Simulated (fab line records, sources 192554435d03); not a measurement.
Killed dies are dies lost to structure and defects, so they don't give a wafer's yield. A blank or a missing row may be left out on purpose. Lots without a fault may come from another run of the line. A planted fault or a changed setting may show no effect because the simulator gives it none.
Split-lot experiment | flow n5_finfet | 7 lots, 21 wafers read, on a route of 1938 steps

THE SPLIT
At N5_PASSIVATION_VIA_ETCH_13 (etches SiO2 in CHF3/O2, target depth 660 nm, time 330 s), the setting source_w was moved away from the recipe's 650 W on 6 of the 21 wafers read, by -17.8% to +12.3%. The other wafers ran this setting at the recipe's value.

The reading is taken at the split's own step.

THE READING
rf_vpp_V, in V, at N5_PASSIVATION_VIA_ETCH_13 (etches SiO2 in CHF3/O2, target depth 660 nm, time 330 s). Fault-free wafers of this fab line usually give 534 V, standard deviation 14 V.

wafer  | tool, chamber at the split | source_w as run, W | against the recipe | rf_vpp_V, V | against lot-mates on the recipe
L074.4 | rie_diel-06, 1             | 729.8              | +12.3%             | 500         | -34
L074.5 | rie_diel-06, 1             | 650                | recipe             | 531         | -
L074.6 | rie_diel-06, 0             | 650                | recipe             | 538         | -
L078.3 | rie_diel-05, 0             | 650                | recipe             | 544         | -
L078.4 | rie_diel-05, 0             | 650                | recipe             | 544         | -
L078.6 | rie_diel-05, 3             | 650                | recipe             | 526         | -
L083.3 | rie_diel-02, 3             | 571.4              | -12.1%             | 600         | +57
L083.4 | rie_diel-02, 1             | 571.4              | -12.1%             | 581         | +38
L083.5 | rie_diel-02, 1             | 650                | recipe             | 543         | -
L085.2 | rie_diel-05, 3             | 650                | recipe             | 527         | -
L085.3 | rie_diel-05, 1             | 694.8              | +6.9%              | 527         | +0
L085.6 | rie_diel-05, 3             | 650                | recipe             | 527         | -
L088.1 | rie_diel-02, 3             | 534.4              | -17.8%             | 620         | +102
L088.2 | rie_diel-02, 2             | 650                | recipe             | 518         | -
L088.5 | rie_diel-02, 0             | 534.4              | -17.8%             | 597         | +79
L091.1 | rie_diel-06, 1             | 650                | recipe             | 528         | -
L091.3 | rie_diel-06, 2             | 650                | recipe             | 515         | -
L091.4 | rie_diel-06, 3             | 650                | recipe             | 536         | -
L092.4 | rie_diel-05, 2             | 650                | recipe             | 515         | -
L092.5 | rie_diel-05, 1             | 650                | recipe             | 543         | -
L092.6 | rie_diel-05, 0             | 650                | recipe             | 553         | -

THE FIT
A straight line over all 21 wafers: rf_vpp_V changes by -3.92 V for each +1% of source_w; r = -0.92; the points scatter about the line by 13 V.
The same after taking each lot's own level away (the mean of its wafers on the recipe; 21 wafers): -4.14 V for each +1%; r = -0.92; scatter 13 V.
On that fit, the largest move of source_w shifts the reading by 74 V.
The lots' own levels span 518.0 to 543.0 V, that is 1.8 times the standard deviation above.
So the lot-to-lot level changes the slope little: the two slopes agree.
Check: with one of the wafers moved furthest among these (-17.8%) left out of the fit, the line predicts +67 V for it against its lot-mates. It came out at +102 V against them.
Tool readings at the split's step, against how far the setting was moved: rf_vpp_V r = -0.92.

OTHER SPLITS ON THESE WAFERS
These wafers also went through other splits before the reading. Each is held against what the fit with the lots' levels taken away leaves over:
other split on the same wafers    | wafers away from the commonest value | r with rf_vpp_V (lot level and that fit taken away)
N5_BEOL_M15_TRENCH_ETCH_34 time_s | 8                                    | -0.11
N5_PASSIVATION_EXPOSE_07 dose_mj  | 6                                    | +0.11

THE FILE'S OWN FIT
rf_vpp_V changes by -3.94 V for each +1% of source_w, r = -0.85.
